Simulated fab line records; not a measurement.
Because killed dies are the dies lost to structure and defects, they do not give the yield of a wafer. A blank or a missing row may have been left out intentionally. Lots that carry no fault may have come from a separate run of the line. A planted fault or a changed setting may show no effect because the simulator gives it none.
Chamber matching	flow n5-finfet	ald-sin-04 running N5_FIN_SAQP_SPACER1_ALD_24: 4 sister chambers
The step deposits SiO2, target thk 20.3 nm, pulse time 1 s, purge time 2 s. 27 wafers are shown with their chamber, then 12 later ones without.

WAFERS PAIRED WITH THEIR CHAMBERS
wafer	chamber	heater-power-w (W)	susceptor-temp-C (C)	precursor-pulse-height-rel
L076.1	3	418	300.27	0.998
L076.4	2	563	300.25	1.023
L076.5	3	409	300.10	0.981
L079.2	0	440	300.09	1.009
L079.5	0	436	299.92	1.010
L079.6	1	574	300.14	0.982
L081.4	1	553	300.09	1.000
L081.5	0	445	299.99	1.009
L081.6	1	550	300.10	0.969
L084.1	3	409	300.01	1.006
L084.2	1	556	300.16	0.988
L084.6	1	561	300.17	1.017
L085.1	2	563	300.09	1.033
L085.5	2	561	299.99	1.017
L085.6	3	414	300.02	0.995
L086.2	2	553	299.81	1.023
L086.4	1	574	300.01	1.014
L086.5	1	562	300.19	0.998
L087.1	0	450	299.58	1.007
L087.3	2	548	300.12	0.984
L087.4	0	441	299.81	1.019
L089.1	3	409	300.56	1.006
L089.5	2	551	299.92	1.019
L089.6	3	423	300.60	1.016
L091.2	3	415	300.42	0.990
L091.3	1	564	300.22	0.989
L091.6	1	568	300.37	1.025

SIGNATURES, as means of the wafers listed above
reading	chamber 0	chamber 1	chamber 2	chamber 3	scatter within a chamber
heater-power-w	442.40	562.44	556.50	413.86	6.9
susceptor-temp-C	299.8780	300.1611	300.0300	300.2829	0.178
precursor-pulse-height-rel	1.01080	0.99800	1.01650	0.99886	0.0147
Rule: for a wafer and a chamber, the distance is found by dividing, reading by reading, the gap between the wafer's reading and the chamber's mean by the reading's scatter, squaring, summing and taking the root. If the next closest chamber is less than 2 further off than the closest, the wafer can't be placed; otherwise it belongs to the closest. The scatter is the square root of a quotient: the sum, over the shown wafers, of each reading's squared deviation from its chamber's mean, divided by wafers minus chambers.

WAFERS WITH NO CHAMBER GIVEN
wafer	heater-power-w (W)	susceptor-temp-C (C)	precursor-pulse-height-rel
L093.1	413	299.64	1.009
L093.3	457	300.33	1.010
L093.6	418	299.76	1.013
L095.2	572	300.25	0.961
L095.3	404	299.82	1.019
L095.6	440	299.72	0.978
L096.4	452	300.07	0.990
L096.5	559	300.13	1.016
L096.6	549	299.88	1.001
L097.1	562	300.30	0.997
L097.3	555	300.03	1.002
L097.4	439	300.19	1.021

CHAMBER TAKEN BY EACH
wafer	from the rows above	in truth
L093.1	can't be placed: 3 or 0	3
L093.3	0	0
L093.6	can't be placed: 3 or 0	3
L095.2	can't be placed: 1 or 2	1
L095.3	3	3
L095.6	0	0
L096.4	0	0
L096.5	can't be placed: 2 or 1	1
L096.6	can't be placed: 2 or 1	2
L097.1	can't be placed: 1 or 2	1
L097.3	can't be placed: 2 or 1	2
L097.4	0	0
Correctly placed: 5 of 12. Unplaceable from these rows: 7, with the true chamber sitting among the candidates in 7. 0 placed wrongly.
